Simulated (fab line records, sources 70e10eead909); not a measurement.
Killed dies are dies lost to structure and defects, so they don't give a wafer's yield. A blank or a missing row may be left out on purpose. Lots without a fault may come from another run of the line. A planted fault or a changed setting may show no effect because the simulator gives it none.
One fault seen from 2 desks | flow nand_harc | each desk has only its own numbers; what lay behind them comes last

THE METROLOGY DESK
What the gauges read, lot by lot, whatever tool the lot ran on: means of the sampled wafers that have a number. A lot is out of limits, marked OUT, if its mean lies more than 4 standard deviations from the usual mean; the brackets give that distance.
Columns: A = cd_nm at NHARC_A_SLIT_CD_MEAS_21, usual 289.8 nm
lot  | first seen here | A
L971 | day 20 20:33    | 289.9
L974 | day 22 09:49    | 289.9
L975 | day 22 13:10    | 288.7
L973 | day 22 16:59    | 290.8
L977 | day 23 01:01    | 289.1
L978 | day 23 18:53    | 290.0
L979 | day 24 10:19    | 289.4
L981 | day 24 19:35    | 290.4
L986 | day 26 01:10    | 289.3
L989 | day 28 04:15    | 290.6
L991 | day 28 18:28    | 288.8
L990 | day 28 19:28    | 289.2
L993 | day 29 06:44    | 290.0
This desk's finding: nothing out of limits on any of the 13 lots.

THE TOOL OWNER'S DESK: rie_metal-03
The tool's own readings at NHARC_A_WL_FILL_ETCHBACK_17 (etches the open film in Cl2/BCl3, target depth 4 nm, time 26.7 s): means of the sampled wafers that have a number, for each lot that ran on this tool. A lot is out of limits, marked OUT, if its mean lies more than 4 standard deviations from the usual mean; the brackets give that distance.
Columns: A = drypump_motor_current_A at NHARC_A_WL_FILL_ETCHBACK_17, usual 5.48 A; B = oes_product_au at NHARC_A_WL_FILL_ETCHBACK_17, usual 1.001 a.u.; C = run_length_s at NHARC_A_WL_FILL_ETCHBACK_17, usual 48.2 s
lot  | first seen here | A    | B     | C
L977 | day 23 20:11    | 5.47 | 1.004 | 48.6
L979 | day 25 05:56    | 5.48 | 0.986 | 46.9
L981 | day 25 13:22    | 5.62 | 0.986 | 45.0 (-8.2) OUT
L986 | day 26 19:23    | 5.42 | 0.995 | 44.7 (-9.0) OUT
L989 | day 28 22:48    | 5.34 | 0.999 | 48.2
L990 | day 29 13:04    | 5.35 | 1.000 | 48.1
This desk's finding: out of limits on L981, L986; first on L981, day 25 13:22 (run_length_s at NHARC_A_WL_FILL_ETCHBACK_17). In limits: L977, L979, L989, L990.

PUT TOGETHER
The tool owner's desk could have raised an alarm at day 25 13:22, on L981, L986.
The metrology desk saw nothing out of limits.
The metrology desk has L981, L986 on record, within its limits.
Of the lots named, all ran NHARC_A_WL_FILL_ETCHBACK_17 on rie_metal-03.

WHAT THE SIMULATOR HAD PUT IN
Process parameter drift: rie_metal-03, from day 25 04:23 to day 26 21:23, at NHARC_A_WL_FILL_ETCHBACK_17. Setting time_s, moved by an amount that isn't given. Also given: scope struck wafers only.
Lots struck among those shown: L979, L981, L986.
Hours from the fault's start to each desk's first reading out of limits: the tool owner's desk, 9.
